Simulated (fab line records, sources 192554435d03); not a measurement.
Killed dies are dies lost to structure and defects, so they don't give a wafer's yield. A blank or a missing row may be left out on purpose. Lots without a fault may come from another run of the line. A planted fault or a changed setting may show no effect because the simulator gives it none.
Chamber matching | flow n5_finfet | N5_GATE_CUT_CMP_61 on cmp-04: 4 sister chambers
The step polishes, stops on SiNx, t overpolish 3 s. 24 wafers are shown with their chamber, then 12 later ones without.

WAFERS WITH THEIR CHAMBER
wafer  | chamber | motor_current_A (A) | head_pressure_psi (psi)
L075.2 | 3       | 15.7                | 4.012
L075.4 | 2       | 13.0                | 3.982
L075.5 | 1       | 11.2                | 3.996
L077.1 | 3       | 15.7                | 4.003
L077.2 | 2       | 12.4                | 3.980
L077.4 | 1       | 11.3                | 4.004
L078.1 | 2       | 13.0                | 4.008
L078.2 | 0       | 11.9                | 3.984
L078.4 | 3       | 16.0                | 3.998
L080.2 | 0       | 11.7                | 4.008
L080.3 | 1       | 11.4                | 4.005
L080.4 | 3       | 15.1                | 3.993
L081.3 | 0       | 12.4                | 3.997
L081.4 | 1       | 11.7                | 3.994
L081.6 | 0       | 12.2                | 3.992
L086.1 | 3       | 15.8                | 4.002
L086.2 | 1       | 11.4                | 4.004
L086.3 | 2       | 13.5                | 4.009
L087.1 | 2       | 12.9                | 4.021
L087.2 | 1       | 11.4                | 4.005
L087.5 | 0       | 11.6                | 4.004
L088.1 | 1       | 11.8                | 3.990
L088.4 | 2       | 12.5                | 4.003
L088.5 | 2       | 13.4                | 3.991

SIGNATURES (means of the wafers above)
reading           | chamber 0 | chamber 1 | chamber 2 | chamber 3 | scatter within a chamber
motor_current_A   | 11.960    | 11.457    | 12.957    | 15.660    | 0.332
head_pressure_psi | 3.99700   | 3.99971   | 3.99914   | 4.00160   | 0.0105
Rule: a wafer's distance from a chamber is the root of the sum, over the readings, of the square of ((its reading less the chamber's mean) divided by the reading's scatter). The wafer belongs to the nearest chamber; if the next one is less than 2 further off, it can't be placed. The scatter: the root of (the sum of the squares of (reading less its chamber's mean) over the shown wafers, divided by (wafers less chambers)).

WAFERS WITHOUT THEIR CHAMBER
wafer  | motor_current_A (A) | head_pressure_psi (psi)
L091.1 | 12.7                | 4.000
L091.2 | 12.0                | 3.995
L091.4 | 15.9                | 3.984
L093.2 | 16.2                | 3.992
L093.4 | 11.7                | 3.998
L093.6 | 12.2                | 4.002
L095.1 | 11.4                | 3.994
L095.3 | 13.4                | 3.986
L095.6 | 11.2                | 4.010
L096.1 | 15.6                | 3.996
L096.3 | 11.6                | 4.007
L096.4 | 13.6                | 4.014

WHICH CHAMBER EACH WENT THROUGH
wafer  | from the rows above          | in truth
L091.1 | can't be placed: 2 or 0      | 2
L091.2 | can't be placed: 0 or 1      | 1
L091.4 | 3                            | 3
L093.2 | 3                            | 3
L093.4 | can't be placed: 1 or 0      | 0
L093.6 | can't be placed: 0 or 1 or 2 | 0
L095.1 | can't be placed: 1 or 0      | 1
L095.3 | 2                            | 2
L095.6 | can't be placed: 1 or 0      | 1
L096.1 | 3                            | 3
L096.3 | can't be placed: 1 or 0      | 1
L096.4 | 2                            | 2
Placed correctly: 5 of 12. Can't be placed from these rows: 7 (the true chamber is among the candidates in 7). Placed wrongly: 0.
